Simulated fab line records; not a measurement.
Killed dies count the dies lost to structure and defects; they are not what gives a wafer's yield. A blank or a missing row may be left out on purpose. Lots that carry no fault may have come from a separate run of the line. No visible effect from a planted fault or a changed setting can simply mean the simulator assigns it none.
Matching of chambers || flow n5_finfet || 4 sister chambers for N5_FIN_SAQP_ETCH_57 on rie_diel-04
The step etches SiNx in CH3F/O2, target depth 32.5 nm, time 46.4 s. 16 wafers are shown with their chamber, then 8 later ones without.

== WAFERS, EACH WITH ITS CHAMBER ==
{"wafer": "L074.1", "chamber": 1, "drypump_motor_current_A (A)": 5.6, "showerhead_plenum_p_Torr (Torr)": 1.97, "rf_vpp_V (V)": 296}
{"wafer": "L074.3", "chamber": 3, "drypump_motor_current_A (A)": 5.1, "showerhead_plenum_p_Torr (Torr)": 2.07, "rf_vpp_V (V)": 299}
{"wafer": "L074.5", "chamber": 2, "drypump_motor_current_A (A)": 5.2, "showerhead_plenum_p_Torr (Torr)": 2.00, "rf_vpp_V (V)": 294}
{"wafer": "L076.4", "chamber": 3, "drypump_motor_current_A (A)": 5.1, "showerhead_plenum_p_Torr (Torr)": 2.07, "rf_vpp_V (V)": 299}
{"wafer": "L076.5", "chamber": 1, "drypump_motor_current_A (A)": 5.5, "showerhead_plenum_p_Torr (Torr)": 1.96, "rf_vpp_V (V)": 297}
{"wafer": "L076.6", "chamber": 2, "drypump_motor_current_A (A)": 5.1, "showerhead_plenum_p_Torr (Torr)": 2.00, "rf_vpp_V (V)": 295}
{"wafer": "L077.1", "chamber": 0, "drypump_motor_current_A (A)": 6.1, "showerhead_plenum_p_Torr (Torr)": 1.90, "rf_vpp_V (V)": 296}
{"wafer": "L077.4", "chamber": 3, "drypump_motor_current_A (A)": 5.1, "showerhead_plenum_p_Torr (Torr)": 2.07, "rf_vpp_V (V)": 300}
{"wafer": "L077.6", "chamber": 1, "drypump_motor_current_A (A)": 5.6, "showerhead_plenum_p_Torr (Torr)": 1.96, "rf_vpp_V (V)": 295}
{"wafer": "L083.2", "chamber": 2, "drypump_motor_current_A (A)": 5.2, "showerhead_plenum_p_Torr (Torr)": 1.99, "rf_vpp_V (V)": 295}
{"wafer": "L083.3", "chamber": 1, "drypump_motor_current_A (A)": 5.6, "showerhead_plenum_p_Torr (Torr)": 1.96, "rf_vpp_V (V)": 298}
{"wafer": "L083.4", "chamber": 3, "drypump_motor_current_A (A)": 5.1, "showerhead_plenum_p_Torr (Torr)": 2.06, "rf_vpp_V (V)": 299}
{"wafer": "L084.4", "chamber": 2, "drypump_motor_current_A (A)": 5.1, "showerhead_plenum_p_Torr (Torr)": 1.99, "rf_vpp_V (V)": 294}
{"wafer": "L084.5", "chamber": 0, "drypump_motor_current_A (A)": 6.1, "showerhead_plenum_p_Torr (Torr)": 1.89, "rf_vpp_V (V)": 295}
{"wafer": "L084.6", "chamber": 1, "drypump_motor_current_A (A)": 5.6, "showerhead_plenum_p_Torr (Torr)": 1.96, "rf_vpp_V (V)": 297}
{"wafer": "L085.1", "chamber": 1, "drypump_motor_current_A (A)": 5.6, "showerhead_plenum_p_Torr (Torr)": 1.96, "rf_vpp_V (V)": 299}

SIGNATURES, as means of the wafers listed above
{"reading": "drypump_motor_current_A", "chamber 0": 6.100, "chamber 1": 5.583, "chamber 2": 5.150, "chamber 3": 5.100, "scatter within a chamber": 0.0391}
{"reading": "showerhead_plenum_p_Torr", "chamber 0": 1.8950, "chamber 1": 1.9617, "chamber 2": 1.9950, "chamber 3": 2.0675, "scatter within a chamber": 0.00507}
{"reading": "rf_vpp_V", "chamber 0": 295.50, "chamber 1": 297.00, "chamber 2": 294.50, "chamber 3": 299.25, "scatter within a chamber": 1.01}
Rule: a wafer lies at a distance from a chamber equal to the root of the sum of squares, over the readings, of (its reading less the chamber's mean, divided by the reading's scatter). The wafer belongs to the nearest chamber; if the next one is less than 2 further off, it can't be placed. The scatter is the square root of a quotient: the sum, over the shown wafers, of each reading's squared deviation from its chamber's mean, divided by wafers minus chambers.

== WAFERS MISSING THEIR CHAMBER ==
{"wafer": "L085.2", "drypump_motor_current_A (A)": 5.1, "showerhead_plenum_p_Torr (Torr)": 2.06, "rf_vpp_V (V)": 299}
{"wafer": "L085.6", "drypump_motor_current_A (A)": 5.1, "showerhead_plenum_p_Torr (Torr)": 2.06, "rf_vpp_V (V)": 299}
{"wafer": "L091.1", "drypump_motor_current_A (A)": 5.1, "showerhead_plenum_p_Torr (Torr)": 2.06, "rf_vpp_V (V)": 299}
{"wafer": "L091.2", "drypump_motor_current_A (A)": 6.1, "showerhead_plenum_p_Torr (Torr)": 1.89, "rf_vpp_V (V)": 295}
{"wafer": "L091.3", "drypump_motor_current_A (A)": 5.2, "showerhead_plenum_p_Torr (Torr)": 1.99, "rf_vpp_V (V)": 295}
{"wafer": "L093.1", "drypump_motor_current_A (A)": 5.6, "showerhead_plenum_p_Torr (Torr)": 1.95, "rf_vpp_V (V)": 297}
{"wafer": "L093.4", "drypump_motor_current_A (A)": 5.1, "showerhead_plenum_p_Torr (Torr)": 2.05, "rf_vpp_V (V)": 299}
{"wafer": "L093.5", "drypump_motor_current_A (A)": 5.1, "showerhead_plenum_p_Torr (Torr)": 2.05, "rf_vpp_V (V)": 300}

== THE CHAMBER EACH PASSED THROUGH ==
{"wafer": "L085.2", "from the rows above": 3, "in truth": 3}
{"wafer": "L085.6", "from the rows above": 3, "in truth": 3}
{"wafer": "L091.1", "from the rows above": 3, "in truth": 3}
{"wafer": "L091.2", "from the rows above": 0, "in truth": 0}
{"wafer": "L091.3", "from the rows above": 2, "in truth": 2}
{"wafer": "L093.1", "from the rows above": 1, "in truth": 1}
{"wafer": "L093.4", "from the rows above": 3, "in truth": 3}
{"wafer": "L093.5", "from the rows above": 3, "in truth": 3}
Correct placement for 8 of the 8. From these rows, 0 cannot be placed. Wrongly placed: 0.
